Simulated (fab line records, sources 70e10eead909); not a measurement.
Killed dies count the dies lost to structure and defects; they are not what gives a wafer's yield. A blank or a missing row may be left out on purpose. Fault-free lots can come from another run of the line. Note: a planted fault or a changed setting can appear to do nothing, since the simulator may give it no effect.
Matching of chambers :: flow nand harc :: NHARC_P_M0_ETCH_34 on rie diel-04: 4 sister chambers
The step etches the open film in N2/H2, target depth 40 nm, overetch 12 nm, time 43.94 s. 24 wafers are shown with their chamber, then 12 later ones without.

WAFERS PAIRED WITH THEIR CHAMBERS
wafer: L075.2
chamber: 2
drypump motor current A (A): 6.01
showerhead plenum p Torr (Torr): 2.17
rf vpp V (V): 435.0

wafer: L075.3
chamber: 3
drypump motor current A (A): 5.98
showerhead plenum p Torr (Torr): 2.17
rf vpp V (V): 434.3

wafer: L075.5
chamber: 1
drypump motor current A (A): 6.13
showerhead plenum p Torr (Torr): 2.08
rf vpp V (V): 431.7

wafer: L077.2
chamber: 2
drypump motor current A (A): 6.01
showerhead plenum p Torr (Torr): 2.17
rf vpp V (V): 433.4

wafer: L077.4
chamber: 3
drypump motor current A (A): 5.98
showerhead plenum p Torr (Torr): 2.17
rf vpp V (V): 433.7

wafer: L077.6
chamber: 0
drypump motor current A (A): 6.41
showerhead plenum p Torr (Torr): 2.06
rf vpp V (V): 430.2

wafer: L079.2
chamber: 3
drypump motor current A (A): 5.98
showerhead plenum p Torr (Torr): 2.17
rf vpp V (V): 433.5

wafer: L079.5
chamber: 3
drypump motor current A (A): 5.99
showerhead plenum p Torr (Torr): 2.17
rf vpp V (V): 433.2

wafer: L079.6
chamber: 0
drypump motor current A (A): 6.37
showerhead plenum p Torr (Torr): 2.06
rf vpp V (V): 431.5

wafer: L082.1
chamber: 2
drypump motor current A (A): 6.00
showerhead plenum p Torr (Torr): 2.17
rf vpp V (V): 434.3

wafer: L082.5
chamber: 3
drypump motor current A (A): 5.96
showerhead plenum p Torr (Torr): 2.16
rf vpp V (V): 435.8

wafer: L082.6
chamber: 2
drypump motor current A (A): 6.01
showerhead plenum p Torr (Torr): 2.17
rf vpp V (V): 433.7

wafer: L086.1
chamber: 2
drypump motor current A (A): 6.00
showerhead plenum p Torr (Torr): 2.17
rf vpp V (V): 433.2

wafer: L086.5
chamber: 1
drypump motor current A (A): 6.12
showerhead plenum p Torr (Torr): 2.08
rf vpp V (V): 430.6

wafer: L086.6
chamber: 0
drypump motor current A (A): 6.40
showerhead plenum p Torr (Torr): 2.06
rf vpp V (V): 430.8

wafer: L088.1
chamber: 2
drypump motor current A (A): 6.00
showerhead plenum p Torr (Torr): 2.17
rf vpp V (V): 435.1

wafer: L088.4
chamber: 1
drypump motor current A (A): 6.13
showerhead plenum p Torr (Torr): 2.07
rf vpp V (V): 432.3

wafer: L088.6
chamber: 0
drypump motor current A (A): 6.38
showerhead plenum p Torr (Torr): 2.06
rf vpp V (V): 432.6

wafer: L089.2
chamber: 0
drypump motor current A (A): 6.41
showerhead plenum p Torr (Torr): 2.06
rf vpp V (V): 432.0

wafer: L089.3
chamber: 1
drypump motor current A (A): 6.11
showerhead plenum p Torr (Torr): 2.07
rf vpp V (V): 431.4

wafer: L089.6
chamber: 1
drypump motor current A (A): 6.11
showerhead plenum p Torr (Torr): 2.07
rf vpp V (V): 430.8

wafer: L087.1
chamber: 3
drypump motor current A (A): 5.98
showerhead plenum p Torr (Torr): 2.16
rf vpp V (V): 433.7

wafer: L087.4
chamber: 2
drypump motor current A (A): 6.01
showerhead plenum p Torr (Torr): 2.16
rf vpp V (V): 432.7

wafer: L087.6
chamber: 2
drypump motor current A (A): 6.02
showerhead plenum p Torr (Torr): 2.16
rf vpp V (V): 433.1

SIGNATURES, as means of the wafers listed above
reading: drypump motor current A
chamber 0: 6.3940
chamber 1: 6.1200
chamber 2: 6.0075
chamber 3: 5.9783
scatter within a chamber: 0.0113

reading: showerhead plenum p Torr
chamber 0: 2.0600
chamber 1: 2.0740
chamber 2: 2.1675
chamber 3: 2.1667
scatter within a chamber: 0.00449

reading: rf vpp V
chamber 0: 431.420
chamber 1: 431.360
chamber 2: 433.812
chamber 3: 434.033
scatter within a chamber: 0.88
Rule: a wafer lies at a distance from a chamber equal to the root of the sum of squares, over the readings, of (its reading less the chamber's mean, divided by the reading's scatter). If the next closest chamber is less than 2 further off than the closest, the wafer can't be placed; otherwise it belongs to the closest. The scatter is the square root of a quotient: the sum, over the shown wafers, of each reading's squared deviation from its chamber's mean, divided by wafers minus chambers.

WAFERS WHOSE CHAMBER IS MISSING
wafer: L092.3
drypump motor current A (A): 6.15
showerhead plenum p Torr (Torr): 2.07
rf vpp V (V): 430.4

wafer: L092.4
drypump motor current A (A): 6.02
showerhead plenum p Torr (Torr): 2.16
rf vpp V (V): 434.6

wafer: L092.6
drypump motor current A (A): 6.13
showerhead plenum p Torr (Torr): 2.07
rf vpp V (V): 430.3

wafer: L093.2
drypump motor current A (A): 6.42
showerhead plenum p Torr (Torr): 2.05
rf vpp V (V): 430.7

wafer: L093.4
drypump motor current A (A): 6.13
showerhead plenum p Torr (Torr): 2.07
rf vpp V (V): 432.0

wafer: L093.5
drypump motor current A (A): 5.99
showerhead plenum p Torr (Torr): 2.16
rf vpp V (V): 433.0

wafer: L094.1
drypump motor current A (A): 5.97
showerhead plenum p Torr (Torr): 2.16
rf vpp V (V): 432.9

wafer: L094.3
drypump motor current A (A): 6.13
showerhead plenum p Torr (Torr): 2.07
rf vpp V (V): 431.4

wafer: L094.4
drypump motor current A (A): 6.00
showerhead plenum p Torr (Torr): 2.16
rf vpp V (V): 433.3

wafer: L096.1
drypump motor current A (A): 5.97
showerhead plenum p Torr (Torr): 2.16
rf vpp V (V): 434.9

wafer: L096.3
drypump motor current A (A): 6.37
showerhead plenum p Torr (Torr): 2.05
rf vpp V (V): 430.9

wafer: L096.6
drypump motor current A (A): 6.00
showerhead plenum p Torr (Torr): 2.16
rf vpp V (V): 433.0

CHAMBER TAKEN BY EACH
wafer: L092.3
from the rows above: 1
in truth: 1

wafer: L092.4
from the rows above: can't be placed: 2 or 3
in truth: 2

wafer: L092.6
from the rows above: 1
in truth: 1

wafer: L093.2
from the rows above: 0
in truth: 0

wafer: L093.4
from the rows above: 1
in truth: 1

wafer: L093.5
from the rows above: can't be placed: 3 or 2
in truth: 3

wafer: L094.1
from the rows above: can't be placed: 3 or 2
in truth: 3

wafer: L094.3
from the rows above: 1
in truth: 1

wafer: L094.4
from the rows above: can't be placed: 2 or 3
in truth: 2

wafer: L096.1
from the rows above: can't be placed: 3 or 2
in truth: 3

wafer: L096.3
from the rows above: 0
in truth: 0

wafer: L096.6
from the rows above: can't be placed: 2 or 3
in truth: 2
Placed correctly: 6 of 12. These rows do not allow placing 6 (true chamber among the candidates in 6). Wrongly placed: 0.
